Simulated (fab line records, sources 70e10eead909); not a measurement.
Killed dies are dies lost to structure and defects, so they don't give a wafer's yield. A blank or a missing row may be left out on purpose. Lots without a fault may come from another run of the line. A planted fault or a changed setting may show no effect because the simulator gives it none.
Chamber matching | flow nand_harc | NHARC_A_STAIRCASE_STRIP_476 on rie_diel-07: 4 sister chambers
The step strips in O2, time 20 s. 8 wafers are shown with their chamber, then 8 later ones without.

WAFERS WITH THEIR CHAMBER
wafer  | chamber | showerhead_plenum_p_Torr (Torr) | throttle_valve_pct (%)
L074.3 | 1       | 3.75                            | 17.034
L074.6 | 0       | 3.58                            | 17.031
L081.2 | 1       | 3.74                            | 17.035
L083.2 | 0       | 3.57                            | 17.056
L084.1 | 3       | 3.41                            | 17.032
L084.3 | 2       | 3.54                            | 17.033
L084.6 | 3       | 3.41                            | 17.028
L088.2 | 2       | 3.53                            | 17.029

WAFERS WITHOUT THEIR CHAMBER
wafer  | showerhead_plenum_p_Torr (Torr) | throttle_valve_pct (%)
L088.4 | 3.56                            | 17.047
L088.5 | 3.73                            | 17.046
L091.2 | 3.73                            | 17.028
L091.4 | 3.56                            | 17.025
L091.5 | 3.40                            | 17.032
L092.1 | 3.40                            | 17.041
L092.3 | 3.73                            | 17.042
L092.6 | 3.40                            | 17.030

WHICH CHAMBER EACH WENT THROUGH
wafer  | from the rows above     | in truth
L088.4 | can't be placed: 0 or 2 | 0
L088.5 | 1                       | 1
L091.2 | 1                       | 1
L091.4 | can't be placed: 0 or 2 | 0
L091.5 | 3                       | 3
L092.1 | 3                       | 3
L092.3 | 1                       | 1
L092.6 | 3                       | 3
Placed correctly: 6 of 8. Can't be placed from these rows: 2 (the true chamber is among the candidates in 2). Placed wrongly: 0.
How it was worked out, from the rows above alone: a wafer's distance from a chamber is the root of the sum, over the readings, of the square of ((its reading less the chamber's mean) divided by the reading's scatter). The wafer belongs to the nearest chamber; if the next one is less than 2 further off, it can't be placed. A chamber's mean is the mean of its shown wafers. The scatter: the root of (the sum of the squares of (reading less its chamber's mean) over the shown wafers, divided by (wafers less chambers)).
